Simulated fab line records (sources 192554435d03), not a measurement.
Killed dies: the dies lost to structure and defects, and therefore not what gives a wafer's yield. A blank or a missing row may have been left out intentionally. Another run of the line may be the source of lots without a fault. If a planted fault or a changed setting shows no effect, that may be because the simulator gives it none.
Chamber matching ; flow n5Finfet ; pecvd-01 running N5_BEOL_M12_ILD_DEP_00: 3 sister chambers
The step deposits SiOC from DEMS/O2, target thk 658.92 nm, time 130.7 s. 18 wafers are shown with their chamber, then 9 later ones without.

EACH WAFER AND ITS CHAMBER
wafer;chamber;throttleValvePct (%);heaterPowerW (W);showerheadPlenumPTorr (Torr)
L075.4;1;12.5;561;5.692
L075.5;2;11.5;374;5.698
L075.6;0;12.8;446;5.687
L074.2;0;12.8;472;5.685
L074.3;1;12.3;527;5.700
L074.4;2;11.9;473;5.692
L076.2;2;11.8;389;5.691
L076.3;0;12.7;450;5.707
L076.6;2;11.8;425;5.697
L081.1;1;12.4;565;5.697
L081.3;2;11.6;378;5.706
L081.6;2;11.9;422;5.696
L084.2;1;12.5;547;5.686
L084.3;1;12.6;558;5.703
L084.6;1;12.3;583;5.707
L086.2;1;12.5;541;5.704
L086.3;0;13.0;412;5.685
L086.6;0;12.6;427;5.702

SIGNATURES, as means of the wafers listed above
reading;chamber 0;chamber 1;chamber 2;scatter within a chamber
throttleValvePct;12.780;12.443;11.750;0.141
heaterPowerW;441.40;554.57;410.17;27.3
showerheadPlenumPTorr;5.69320;5.69843;5.69667;0.00779
Rule: a wafer lies at a distance from a chamber equal to the root of the sum of squares, over the readings, of (its reading less the chamber's mean, divided by the reading's scatter). The wafer belongs to the nearest chamber; if the next one is less than 2 further off, it can't be placed. The scatter is the square root of a quotient: the sum, over the shown wafers, of each reading's squared deviation from its chamber's mean, divided by wafers minus chambers.

WAFERS WHOSE CHAMBER IS MISSING
wafer;throttleValvePct (%);heaterPowerW (W);showerheadPlenumPTorr (Torr)
L093.2;12.8;448;5.694
L093.3;12.5;524;5.692
L093.4;11.9;377;5.690
L096.4;12.8;440;5.698
L096.5;11.7;376;5.705
L096.6;12.3;591;5.686
L097.2;11.8;414;5.685
L097.4;12.0;422;5.699
L097.6;12.5;588;5.697

EACH ONE'S CHAMBER
wafer;from the rows above;in truth
L093.2;0;0
L093.3;1;1
L093.4;2;2
L096.4;0;0
L096.5;2;2
L096.6;1;1
L097.2;2;2
L097.4;2;2
L097.6;1;1
Correct placement for 9 of the 9. Not placeable from these rows: 0. Placed wrongly: 0.
